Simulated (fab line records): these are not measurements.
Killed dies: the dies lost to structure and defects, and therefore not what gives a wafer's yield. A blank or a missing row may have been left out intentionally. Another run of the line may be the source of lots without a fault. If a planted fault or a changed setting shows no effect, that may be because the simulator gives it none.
The tool behind it: which one? -- flow nand-harc -- 24 lots, 72 wafers sampled, at 6 steps of a route of 1302

WHAT THE GAUGES SHOWED, per wafer
The record lacks any reading of a measuring or inspecting step that a usual standard deviation could be used to judge.

WHAT TOOL EACH LOT RAN ON (gives the tool, then ch and the chambers of the sampled wafers, and finally the start)
lot,NHARC_A_CONTACT_ETCH_51,NHARC_A_CONTACT_ETCH_118,NHARC_A_CONTACT_ETCH_123,NHARC_A_CONTACT_ETCH_125,NHARC_A_CONTACT_ETCH_127,NHARC_A_CONTACT_ETCH_131
L074,"rie-diel-11 ch 0,1,2, day 21 18:17 or earlier","har-cap-etch-03 ch 0,1, day 21 18:17","har-cap-etch-03 ch 0,1, day 21 19:16","har-cap-etch-03 ch 0,1, day 22 03:30","har-cap-etch-03 ch 0,1, day 22 03:51","har-cap-etch-03 ch 0,1, day 22 04:34"
L076,"rie-diel-11 ch 0,2,3, day 22 06:50 or earlier","har-cap-etch-02 ch 0,1, day 22 06:50","har-cap-etch-02 ch 0,1, day 22 07:44","har-cap-etch-03 ch 0,1, day 22 15:46","har-cap-etch-03 ch 0,1, day 22 16:07","har-cap-etch-03 ch 0,1, day 22 16:49"
L075,"rie-diel-06 ch 1,2, day 22 09:24 or earlier","har-cap-etch-02 ch 0, day 22 09:24","har-cap-etch-02 ch 0, day 22 10:16","har-cap-etch-01 ch 0,1, day 22 18:31","har-cap-etch-01 ch 0,1, day 22 18:52","har-cap-etch-01 ch 0,1, day 22 19:35"
L077,"rie-diel-06 ch 0,3, day 22 19:13 or earlier","har-cap-etch-02 ch 0,1, day 22 19:13","har-cap-etch-02 ch 0,1, day 22 20:14","har-cap-etch-01 ch 0,1, day 23 06:33","har-cap-etch-01 ch 0,1, day 23 06:54","har-cap-etch-01 ch 0,1, day 23 07:37"
L079,"rie-diel-06 ch 0,2, day 23 01:28 or earlier","har-cap-etch-01 ch 0,1, day 23 01:28","har-cap-etch-01 ch 0,1, day 23 02:22","har-cap-etch-03 ch 1, day 23 13:01","har-cap-etch-03 ch 1, day 23 13:22","har-cap-etch-03 ch 1, day 23 14:04"
L078,"rie-diel-11 ch 1,3, day 23 03:07 or earlier","har-cap-etch-02 ch 0,1, day 23 03:07","har-cap-etch-02 ch 0,1, day 23 03:59","har-cap-etch-02 ch 0,1, day 23 14:39","har-cap-etch-02 ch 0,1, day 23 15:00","har-cap-etch-02 ch 0,1, day 23 15:43"
L080,"rie-diel-07 ch 0,1,3, day 23 20:10 or earlier","har-cap-etch-03 ch 0,1, day 23 20:10","har-cap-etch-03 ch 0,1, day 23 21:02","har-cap-etch-01 ch 0,1, day 24 05:16","har-cap-etch-01 ch 0,1, day 24 05:37","har-cap-etch-01 ch 0,1, day 24 06:19"
L082,"rie-diel-11 ch 0,1, day 24 18:38 or earlier","har-cap-etch-02 ch 0,1, day 24 18:38","har-cap-etch-02 ch 0,1, day 24 19:33","har-cap-etch-03 ch 0,1, day 25 03:43","har-cap-etch-03 ch 0,1, day 25 04:04","har-cap-etch-03 ch 0,1, day 25 04:46"
L083,"rie-diel-06 ch 0,1,2, day 25 03:13 or earlier","har-cap-etch-01 ch 0,1, day 25 03:13","har-cap-etch-01 ch 0,1, day 25 04:05","har-cap-etch-01 ch 0,1, day 25 12:20","har-cap-etch-01 ch 0,1, day 25 12:41","har-cap-etch-01 ch 0,1, day 25 13:23"
L081,"rie-diel-06 ch 0,2, day 25 11:57 or earlier","har-cap-etch-02 ch 0,1, day 25 11:57","har-cap-etch-02 ch 0,1, day 25 12:49","har-cap-etch-03 ch 0,1, day 25 21:36","har-cap-etch-03 ch 0,1, day 25 22:04","har-cap-etch-03 ch 0,1, day 25 22:47"
L084,"rie-diel-06 ch 1,2,3, day 26 01:56 or earlier","har-cap-etch-01 ch 0,1, day 26 01:56","har-cap-etch-01 ch 0,1, day 26 02:47","har-cap-etch-01 ch 0,1, day 26 11:04","har-cap-etch-01 ch 0,1, day 26 11:25","har-cap-etch-01 ch 0,1, day 26 12:07"
L085,"rie-diel-11 ch 0,2,3, day 26 03:12 or earlier","har-cap-etch-02 ch 0,1, day 26 03:12","har-cap-etch-02 ch 0,1, day 26 04:02","har-cap-etch-02 ch 0,1, day 26 13:52","har-cap-etch-02 ch 0,1, day 26 14:20","har-cap-etch-02 ch 0,1, day 26 15:16"
L086,"rie-diel-06 ch 1,2, day 26 20:04 or earlier","har-cap-etch-03 ch 0,1, day 26 20:04","har-cap-etch-03 ch 0,1, day 26 20:55","har-cap-etch-01 ch 0,1, day 27 07:08","har-cap-etch-01 ch 0,1, day 27 07:29","har-cap-etch-01 ch 0,1, day 27 08:11"
L087,"rie-diel-07 ch 2,3, day 27 05:59 or earlier","har-cap-etch-03 ch 0,1, day 27 05:59","har-cap-etch-03 ch 0,1, day 27 06:58","har-cap-etch-03 ch 0,1, day 27 15:18","har-cap-etch-03 ch 0,1, day 27 15:39","har-cap-etch-03 ch 0,1, day 27 16:22"
L088,"rie-diel-11 ch 0,1,2, day 27 13:23 or earlier","har-cap-etch-02 ch 0,1, day 27 13:23","har-cap-etch-02 ch 0,1, day 27 14:19","har-cap-etch-03 ch 0,1, day 28 00:08","har-cap-etch-03 ch 0,1, day 28 00:29","har-cap-etch-03 ch 0,1, day 28 01:11"
L090,"rie-diel-11 ch 1,2,3, day 28 09:52 or earlier","har-cap-etch-02 ch 0,1, day 28 09:52","har-cap-etch-02 ch 0,1, day 28 10:46","har-cap-etch-01 ch 0,1, day 28 18:44","har-cap-etch-01 ch 0,1, day 28 19:05","har-cap-etch-01 ch 0,1, day 28 19:47"
L089,"rie-diel-07 ch 0,2,3, day 28 13:33 or earlier","har-cap-etch-03 ch 0,1, day 28 13:33","har-cap-etch-03 ch 0,1, day 28 14:24","har-cap-etch-02 ch 0,1, day 28 23:58","har-cap-etch-02 ch 0,1, day 29 00:20","har-cap-etch-02 ch 0,1, day 29 01:02"
L091,"rie-diel-11 ch 0,1,2, day 29 05:52 or earlier","har-cap-etch-03 ch 0,1, day 29 05:52","har-cap-etch-03 ch 0,1, day 29 07:00","har-cap-etch-01 ch 0, day 29 18:39","har-cap-etch-01 ch 0, day 29 19:07","har-cap-etch-01 ch 0, day 29 20:04"
L092,"rie-diel-06 ch 1,2,3, day 29 05:39 or earlier","har-cap-etch-01 ch 0,1, day 29 05:39","har-cap-etch-01 ch 0,1, day 29 06:34","har-cap-etch-02 ch 0,1, day 29 18:15","har-cap-etch-02 ch 0,1, day 29 18:37","har-cap-etch-02 ch 0,1, day 29 19:19"
L094,"rie-diel-06 ch 0,2,3, day 29 16:14 or earlier","har-cap-etch-01 ch 1, day 29 16:14","har-cap-etch-01 ch 1, day 29 17:22","har-cap-etch-03 ch 0,1, day 30 02:30","har-cap-etch-03 ch 0,1, day 30 02:58","har-cap-etch-03 ch 0,1, day 30 03:55"
L093,"rie-diel-11 ch 0,1,2, day 29 16:53 or earlier","har-cap-etch-03 ch 0,1, day 29 16:53","har-cap-etch-03 ch 0,1, day 29 18:06","har-cap-etch-02 ch 0,1, day 30 03:49","har-cap-etch-02 ch 0,1, day 30 04:10","har-cap-etch-02 ch 0,1, day 30 04:52"
L095,"rie-diel-07 ch 0,1,3, day 30 10:37 or earlier","har-cap-etch-01 ch 0,1, day 30 10:37","har-cap-etch-01 ch 0,1, day 30 11:29","har-cap-etch-02 ch 0,1, day 30 19:39","har-cap-etch-02 ch 0,1, day 30 20:07","har-cap-etch-02 ch 0,1, day 30 21:03"
L096,"rie-diel-06 ch 0,2,3, day 31 01:55 or earlier","har-cap-etch-01 ch 0,1, day 31 01:55","har-cap-etch-01 ch 0,1, day 31 02:49","har-cap-etch-02 ch 0,1, day 31 10:47","har-cap-etch-02 ch 0,1, day 31 11:08","har-cap-etch-02 ch 0,1, day 31 11:50"
L097,"rie-diel-07 ch 1,2,3, day 31 19:32 or earlier","har-cap-etch-03 ch 0,1, day 31 19:32","har-cap-etch-03 ch 0,1, day 31 20:50","har-cap-etch-01 ch 0,1, day 32 06:56","har-cap-etch-01 ch 0,1, day 32 07:17","har-cap-etch-01 ch 0,1, day 32 07:59"
- NHARC_A_CONTACT_ETCH_51: etches the open film in O2/COS, target depth 7000 nm, time 1820 s.
- NHARC_A_CONTACT_ETCH_118: etches the open film in C4F8/O2/Ar, time 190 s, target depth 1850 nm.
- NHARC_A_CONTACT_ETCH_123: etches the open film in C4F8/O2/Ar, time 490 s, target depth 2110 nm.
- NHARC_A_CONTACT_ETCH_125: etches the open film in C4F8/O2/Ar, time 197 s, target depth 1918 nm.
- NHARC_A_CONTACT_ETCH_127: etches the open film in C4F8/O2/Ar, time 197 s, target depth 1918 nm.
- NHARC_A_CONTACT_ETCH_131: etches the open film in C4F8/O2/Ar, time 197 s, target depth 1918 nm.

AS READ BY THE TOOLS THEMSELVES (means over the sampled wafers that have a number; for cases with no such wafer, the mark the record gives instead)
NHARC_A_CONTACT_ETCH_51.
lot,tool,drypump-motor-current-A (A),oes-product-au (a.u.),rf-vpp-V (V),showerhead-plenum-p-Torr (Torr),throttle-valve-pct (%)
L074,rie-diel-11,5.9,0.997,315.5,3.20,28.329
L076,rie-diel-11,5.6,0.998,314.7,3.16,28.329
L075,rie-diel-06,5.8,0.986,312.3,2.99,28.329
L077,rie-diel-06,5.4,0.992,313.7,3.09,28.334
L079,rie-diel-06,5.6,0.989,313.6,3.09,28.329
L078,rie-diel-11,6.1,0.990,316.4,3.29,28.321
L080,rie-diel-07,5.6,1.000,313.9,3.04,28.334
L082,rie-diel-11,5.7,1.004,313.6,3.08,28.326
L083,rie-diel-06,5.4,0.997,314.8,3.12,28.317
L081,rie-diel-06,5.6,0.995,314.3,3.08,28.326
L084,rie-diel-06,5.6,0.994,312.3,2.98,28.329
L085,rie-diel-11,5.6,1.009,314.7,3.14,28.328
L086,rie-diel-06,5.8,0.993,311.5,2.98,28.328
L087,rie-diel-07,5.3,0.999,315.5,3.15,28.319
L088,rie-diel-11,5.9,1.009,315.2,3.18,28.338
L090,rie-diel-11,6.0,1.010,315.8,3.25,28.326
L089,rie-diel-07,5.2,1.001,316.7,3.22,28.330
L091,rie-diel-11,5.9,1.009,315.2,3.17,28.335
L092,rie-diel-06,5.6,0.993,311.4,2.97,28.333
L094,rie-diel-06,5.5,1.006,314.2,3.07,28.339
L093,rie-diel-11,5.9,1.011,314.8,3.17,28.327
L095,rie-diel-07,5.6,1.000,314.0,3.17,28.329
L096,rie-diel-06,5.5,1.002,313.2,3.07,28.340
L097,rie-diel-07,5.7,0.999,317.0,3.25,28.332

NHARC_A_CONTACT_ETCH_118.
lot,tool,oes-air-line-au (a.u.)
L074,har-cap-etch-03,1.009
L076,har-cap-etch-02,0.993
L075,har-cap-etch-02,0.996
L077,har-cap-etch-02,0.984
L079,har-cap-etch-01,0.986
L078,har-cap-etch-02,1.003
L080,har-cap-etch-03,1.017
L082,har-cap-etch-02,1.028
L083,har-cap-etch-01,1.011
L081,har-cap-etch-02,0.983
L084,har-cap-etch-01,1.009
L085,har-cap-etch-02,0.997
L086,har-cap-etch-03,1.020
L087,har-cap-etch-03,0.996
L088,har-cap-etch-02,1.017
L090,har-cap-etch-02,0.993
L089,har-cap-etch-03,1.005
L091,har-cap-etch-03,1.007
L092,har-cap-etch-01,0.991
L094,har-cap-etch-01,1.016
L093,har-cap-etch-03,1.009
L095,har-cap-etch-01,0.979
L096,har-cap-etch-01,0.996
L097,har-cap-etch-03,1.006

NHARC_A_CONTACT_ETCH_123.
lot,tool,oes-air-line-au (a.u.)
L074,har-cap-etch-03,1.010
L076,har-cap-etch-02,0.963
L075,har-cap-etch-02,0.997
L077,har-cap-etch-02,1.006
L079,har-cap-etch-01,1.005
L078,har-cap-etch-02,1.002
L080,har-cap-etch-03,1.003
L082,har-cap-etch-02,0.996
L083,har-cap-etch-01,0.997
L081,har-cap-etch-02,0.976
L084,har-cap-etch-01,1.004
L085,har-cap-etch-02,1.018
L086,har-cap-etch-03,1.012
L087,har-cap-etch-03,1.011
L088,har-cap-etch-02,1.004
L090,har-cap-etch-02,1.003
L089,har-cap-etch-03,0.994
L091,har-cap-etch-03,1.005
L092,har-cap-etch-01,1.030
L094,har-cap-etch-01,1.001
L093,har-cap-etch-03,0.995
L095,har-cap-etch-01,1.009
L096,har-cap-etch-01,1.011
L097,har-cap-etch-03,0.976

NHARC_A_CONTACT_ETCH_125.
lot,tool,oes-air-line-au (a.u.)
L074,har-cap-etch-03,1.010
L076,har-cap-etch-03,0.992
L075,har-cap-etch-01,0.996
L077,har-cap-etch-01,0.998
L079,har-cap-etch-03,1.034
L078,har-cap-etch-02,1.020
L080,har-cap-etch-01,0.987
L082,har-cap-etch-03,1.000
L083,har-cap-etch-01,0.987
L081,har-cap-etch-03,0.991
L084,har-cap-etch-01,1.004
L085,har-cap-etch-02,0.987
L086,har-cap-etch-01,1.023
L087,har-cap-etch-03,0.992
L088,har-cap-etch-03,1.000
L090,har-cap-etch-01,1.012
L089,har-cap-etch-02,0.986
L091,har-cap-etch-01,1.004
L092,har-cap-etch-02,0.992
L094,har-cap-etch-03,1.004
L093,har-cap-etch-02,0.984
L095,har-cap-etch-02,0.979
L096,har-cap-etch-02,0.989
L097,har-cap-etch-01,1.007

NHARC_A_CONTACT_ETCH_127.
lot,tool,oes-air-line-au (a.u.)
L074,har-cap-etch-03,0.991
L076,har-cap-etch-03,1.002
L075,har-cap-etch-01,0.975
L077,har-cap-etch-01,1.005
L079,har-cap-etch-03,0.996
L078,har-cap-etch-02,1.004
L080,har-cap-etch-01,0.984
L082,har-cap-etch-03,1.022
L083,har-cap-etch-01,1.024
L081,har-cap-etch-03,1.028
L084,har-cap-etch-01,0.994
L085,har-cap-etch-02,0.977
L086,har-cap-etch-01,0.986
L087,har-cap-etch-03,1.001
L088,har-cap-etch-03,0.989
L090,har-cap-etch-01,1.000
L089,har-cap-etch-02,1.015
L091,har-cap-etch-01,0.999
L092,har-cap-etch-02,0.989
L094,har-cap-etch-03,0.995
L093,har-cap-etch-02,0.985
L095,har-cap-etch-02,0.987
L096,har-cap-etch-02,0.991
L097,har-cap-etch-01,0.971

NHARC_A_CONTACT_ETCH_131.
lot,tool,oes-air-line-au (a.u.)
L074,har-cap-etch-03,0.987
L076,har-cap-etch-03,0.975
L075,har-cap-etch-01,1.000
L077,har-cap-etch-01,0.999
L079,har-cap-etch-03,0.997
L078,har-cap-etch-02,1.003
L080,har-cap-etch-01,1.006
L082,har-cap-etch-03,1.010
L083,har-cap-etch-01,1.008
L081,har-cap-etch-03,1.018
L084,har-cap-etch-01,1.001
L085,har-cap-etch-02,1.021
L086,har-cap-etch-01,1.026
L087,har-cap-etch-03,0.984
L088,har-cap-etch-03,0.980
L090,har-cap-etch-01,0.988
L089,har-cap-etch-02,1.013
L091,har-cap-etch-01,1.028
L092,har-cap-etch-02,1.022
L094,har-cap-etch-03,0.983
L093,har-cap-etch-02,1.009
L095,har-cap-etch-02,0.978
L096,har-cap-etch-02,0.986
L097,har-cap-etch-01,1.000

THE ANSWER, worked out from the rows above alone
Rule: what is usual is taken from the lots themselves. The widest of any qualifying gaps counts: lots, ordered by their means at a reading, are off when they make up no more than a third of the lots, leave a main group of 4 or more, and stand apart from it by 3 or more times the standard deviation of that group's means. Not used: any main group whose means are identical at the precision the tables above print for the reading. Also off: a lot with no number at a reading for which 4 or more lots have one. All remaining lots with rows at the step are treated as sound. The gauges are gone through in route order, then the tools' own readings, and for those a lot's mean is taken as printed above. At the first step where some lot is off, the reading lying furthest off is the one used; lots without a number count as furthest.
No lot is off on any of the readings shown, so nothing can be concluded from this.

WHAT WAS PUT IN BY THE SIMULATOR
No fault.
